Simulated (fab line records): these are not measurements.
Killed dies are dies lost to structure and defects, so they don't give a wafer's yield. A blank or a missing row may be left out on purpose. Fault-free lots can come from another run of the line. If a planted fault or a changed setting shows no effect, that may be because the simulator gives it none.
A struck lot beside a sound one :: flow n5-finfet :: 36 steps out of a route of 1938
Sound: these wafers, L378.1, L378.2, L378.4. Struck: wafer L383.3 (left out: L383.1, L383.5 of the same lot, which were not struck); the cause appears at the end.
At each step with rows: each side's tool, then ch and its chambers, then its first start. Under that, the readings that differ: sound wafers :: struck wafers :: difference of the means :: sigmas: that difference in standard deviations of wafers without a fault.
alike: readings with means less than 2 such deviations apart, plus words and numbers identical on both sides. not compared: withheld readings, readings lacking a value on some wafer, bounds such as >300 that could conceal the same value, and numbers that have no deviation in the record and whose values overlap.
The two part at a step that has a row with sigmas, a row that says differs or no value, or rows on one side only. Numbers that have no deviation but don't overlap get no sigmas and don't part them. A reading that every wafer of one side lacks parts them only if that side has two wafers or more.

first, 8 steps without rows for these wafers: N5_BEOL_M10_SPUTTER_48 (material Cu, target thk 12 nm, time 2 s); N5_BEOL_M10_ECD_50 (material Cu, target thk 318 nm); N5_BEOL_M10_ANNEAL_51 (time 90 s); N5_BEOL_M10_CMP_52 (polishes, stops on SiCOH lowk, t overpolish 7 s, target thk 140 nm); N5_BEOL_M10_PRE_CLEAN_55 (time 15 s); N5_BEOL_M10_DEP_56 (deposits SiCN from 3MS/NH3, target thk 15 nm, time 26.5 s); N5_BEOL_M11_ILD_DEP_00 (deposits SiCOH lowk from DEMS/porogen, target thk 308.51 nm, time 58 s); N5_BEOL_M11_CURE_71 (cures SiCOH lowk, time 240 s).
N5_BEOL_M11_PECVD_70: deposits SiO2 from TEOS/O2, target thk 20 nm, time 22.7 s.
  sound on pecvd-01 ch 0,2, day 13 12:41; struck on pecvd-04 ch 1, day 14 02:10
reading: throttle-valve-pct (%)
sound: 21.6 21.8 21.9
struck: 24.5
difference: +2.7
sigmas: +2

reading: model.SiO2_of_BEOL_M11_PECVD_70.thk-nm (nm)
sound: 20 19.8 20.2
struck: 25.8
difference: +5.8
sigmas: 
  alike: heater-power-w, showerhead-plenum-p-Torr
then, 24 steps without rows for these wafers: N5_BEOL_M11_HM_DEP_02 (deposits TiN, target thk 20 nm); N5_BEOL_M11_COAT_59 (time 60 s, resist thk 100 nm); N5_BEOL_M11_COAT_60 (time 60 s, resist thk 30 nm); N5_BEOL_M11_COAT_05 (resist thk 90 nm); N5_BEOL_M11_EBR_07; N5_BEOL_M11_SOFTBAKE_06 (time 60 s); N5_BEOL_M11_EXPOSE_08 (exposes mask M11); N5_BEOL_M11_PEB_09 (peb time 60 s); N5_BEOL_M11_DEVELOP_10 (develop time 30 s); N5_BEOL_M11_DESCUM_16 (chemistry O2, time 7.9 s); N5_BEOL_M11_ETCH_61 (etches SiARC in CF4, target depth 39 nm, time 65 s); N5_BEOL_M11_ETCH_62 (etches SOC in N2/H2, target depth 110 nm, overetch 22 nm, time 165 s); N5_BEOL_M11_STRIP_68 (strips in N2/H2); N5_BEOL_M11_STRIP_67 (strips in CF4); N5_BEOL_M11_HM_OPEN_17 (chemistry Cl2/BCl3, target TiN, target depth 20 nm, overetch 6 nm); N5_BEOL_M11_STRIP_19 (strips in O2); N5_BEOL_M11_COAT_63 (time 60 s, resist thk 100 nm); N5_BEOL_M11_COAT_64 (time 60 s, resist thk 30 nm); N5_BEOL_M11_COAT_22 (resist thk 90 nm); N5_BEOL_M11_EBR_24; N5_BEOL_M11_SOFTBAKE_23 (time 60 s); N5_BEOL_M11_EXPOSE_25 (exposes mask V10); N5_BEOL_M11_PEB_26 (peb time 60 s); N5_BEOL_M11_DEVELOP_27 (develop time 30 s).
N5_BEOL_M11_HM_STRIP_39: strips TiN in peroxide tin strip, target depth 25 nm, time 158 s.
  sound on wet-bench-06 ch 1,5,6, day 13 18:28; struck on wet-bench-04 ch 4, day 14 06:39
reading: model.SiO2_of_BEOL_M11_PECVD_70.thk-nm (nm)
sound: 19.8 19.6 20
struck: 25.6
difference: +5.8
sigmas: 
N5_BEOL_M11_CMP_52: polishes, stops on SiCOH lowk, t overpolish 7 s, target thk 140 nm.
  sound on cmp-01 ch 1,2,3, day 13 21:50; struck on cmp-01 ch 2, day 14 10:35
reading: barrier-field-endpoint-s (s)
sound: 27.6 28.5 27.4
struck: 35.7
difference: +7.9
sigmas: +9
  alike: motor-current-A
next, for these wafers, 1 step has no rows: N5_PASSIVATION_PROBE_49.

WHERE THEY PART
First at N5_BEOL_M11_PECVD_70; last, within this record, at N5_BEOL_M11_CMP_52.

WHY: the cause the simulator had injected
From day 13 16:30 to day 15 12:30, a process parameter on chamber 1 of pecvd-04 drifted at N5_BEOL_M11_PECVD_70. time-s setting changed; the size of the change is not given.
